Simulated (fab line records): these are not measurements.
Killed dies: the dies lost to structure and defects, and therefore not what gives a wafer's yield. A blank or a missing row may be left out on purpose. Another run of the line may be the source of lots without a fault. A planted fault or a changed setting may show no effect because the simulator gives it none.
Split-lot study -- flow n5Finfet -- 21 wafers read from 7 lots, route of 1938 steps

ABOUT THE SPLIT
At N5_MOL_CONTACT_COAG_ALD_27 (deposits SiOC, target thk 17 nm, pulse time 1.5 s, time 2720 s), the setting aldCycles was moved away from the recipe's 340 on 9 of the 21 wafers read, by -16.5% to +6.2%. The other wafers ran this setting at the recipe's value.

The reading comes from the split's own step.

THE READING
SiOC_of_MOL_CONTACT_COAG_ALD_27.thkNm (the simulator's own value, which no gauge read), in nm, at N5_MOL_CONTACT_COAG_ALD_27 (deposits SiOC, target thk 17 nm, pulse time 1.5 s, time 2720 s). The file gives no usual value for it. Across the 12 wafers here that went through the recipe, the average is 16.9 nm and the standard deviation 0.087 nm.

wafer,"tool, chamber at the split",aldCycles as run,against the recipe,"SiOC_of_MOL_CONTACT_COAG_ALD_27.thkNm, nm",against lot-mates on the recipe
L075.4,"aldSin-02, 3",340,recipe,16.8,-
L075.5,"aldSin-02, 2",340,recipe,17,-
L075.6,"aldSin-02, 3",319,-6.2%,16,-0.9
L080.2,"aldSin-01, 2,1",294,-13.5%,14.6,-2.4
L080.6,"aldSin-01, 2,1",294,-13.5%,14.6,-2.4
L080.4,"aldSin-01, 3",340,recipe,17,-
L087.1,"aldSin-02, 3",313,-7.9%,15.6,-1.4
L087.2,"aldSin-02, 1,3",340,recipe,17,-
L087.5,"aldSin-02, 1,3",340,recipe,17,-
L091.1,"aldSin-03, 3",313,-7.9%,15.8,-1.2
L091.3,"aldSin-03, 1",340,recipe,17,-
L091.5,"aldSin-03, 2",313,-7.9%,15.6,-1.4
L092.2,"aldSin-02, 0,2",284,-16.5%,14.2,-2.8
L092.3,"aldSin-02, 0,2",284,-16.5%,14.2,-2.8
L092.4,"aldSin-02, 3",340,recipe,17,-
L095.1,"aldSin-01, 1,0,2",340,recipe,17,-
L095.4,"aldSin-01, 1,0,2",340,recipe,17,-
L095.6,"aldSin-01, 1,0,2",340,recipe,17,-
L096.1,"aldSin-02, 3,1",340,recipe,16.8,-
L096.2,"aldSin-02, 3,1",340,recipe,16.8,-
L096.5,"aldSin-02, 3",361,+6.2%,17.8,+1.0
If several chambers appear in one row, that row covers several wafers at once and the file leaves open which wafer was in which chamber.

FIT RESULTS
A straight line over all 21 wafers: SiOC_of_MOL_CONTACT_COAG_ALD_27.thkNm changes by +0.166 nm for each +1% of aldCycles; r = +1.00; the points scatter about the line by 0.096 nm.
The same after taking each lot's own level away (the mean of its wafers on the recipe; 21 wafers): +0.171 nm for each +1%; r = +1.00; scatter 0.069 nm.
According to that fit, moving aldCycles by its largest amount changes the reading by 2.8 nm.
The lots' own levels span 16.80 to 17.00 nm, that is 2.3 times the standard deviation above.
Consequently the slope shifts little with the lot-to-lot level, the two slopes agreeing.
Check: -2.82 nm against its lot-mates is what the line predicts for one of the wafers moved furthest among these (-16.5%) when that wafer is left out of the fit. It came out at -2.8 nm against them.

FURTHER SPLITS ON THESE WAFERS
Before the reading, these wafers also passed through other splits. Each is held against what the fit with the lots' levels taken away leaves over:
other split on the same wafers,wafers away from the commonest value,r with SiOC_of_MOL_CONTACT_COAG_ALD_27.thkNm (lot level and that fit taken away)
N5_SDB_CUT_ETCH_26 biasW,as run: not given for these wafers,-
N5_MOL_CONTACT_COAG_ETCH_106 sourceW,6,-0.25
N5_MOL_CONTACT_COAG_ETCH_110 biasW,6,+0.28

THE FILE'S OWN FIT
SiOC_of_MOL_CONTACT_COAG_ALD_27.thkNm changes by +0.17 nm for each +1% of aldCycles, r = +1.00.
